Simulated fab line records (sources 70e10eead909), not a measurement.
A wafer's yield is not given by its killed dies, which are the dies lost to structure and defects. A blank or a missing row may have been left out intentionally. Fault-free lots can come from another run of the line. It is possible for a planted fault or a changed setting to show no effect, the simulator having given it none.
Chamber matching    flow nand_harc    pecvd-04 running NHARC_A_M0_DEP_32: 3 sister chambers
The step deposits SiCN, target thk 30 nm. 6 wafers are shown with their chamber, then 7 later ones without.

== EACH WAFER AND ITS CHAMBER ==
wafer   chamber  heater_power_w (W)
L079.5  1        561
L087.1  1        576
L087.4  0        712
L087.6  2        599
L091.1  2        496
L091.3  0        706

== WAFERS MISSING THEIR CHAMBER ==
wafer   heater_power_w (W)
L091.4  494
L093.1  554
L093.2  533
L093.4  549
L097.2  590
L097.3  634
L097.4  578

== THE CHAMBER EACH PASSED THROUGH ==
wafer   from the rows above           in truth
L091.4  can't be placed: 2 or 1       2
L093.1  can't be placed: 2 or 1       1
L093.2  can't be placed: 2 or 1       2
L093.4  can't be placed: 2 or 1       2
L097.2  can't be placed: 1 or 2       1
L097.3  can't be placed: 1 or 0 or 2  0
L097.4  can't be placed: 1 or 2       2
Correctly placed: 0 of 7. Unplaceable from these rows: 7, with the true chamber sitting among the candidates in 7. Wrongly placed: 0.
How it was worked out, from the rows above alone: a wafer's distance from a chamber is the root of the sum, over the readings, of the square of ((its reading less the chamber's mean) divided by the reading's scatter). The wafer belongs to the nearest chamber; if the next one is less than 2 further off, it can't be placed. A chamber's mean is the mean of its shown wafers. The scatter: the root of (the sum of the squares of (reading less its chamber's mean) over the shown wafers, divided by (wafers less chambers)).
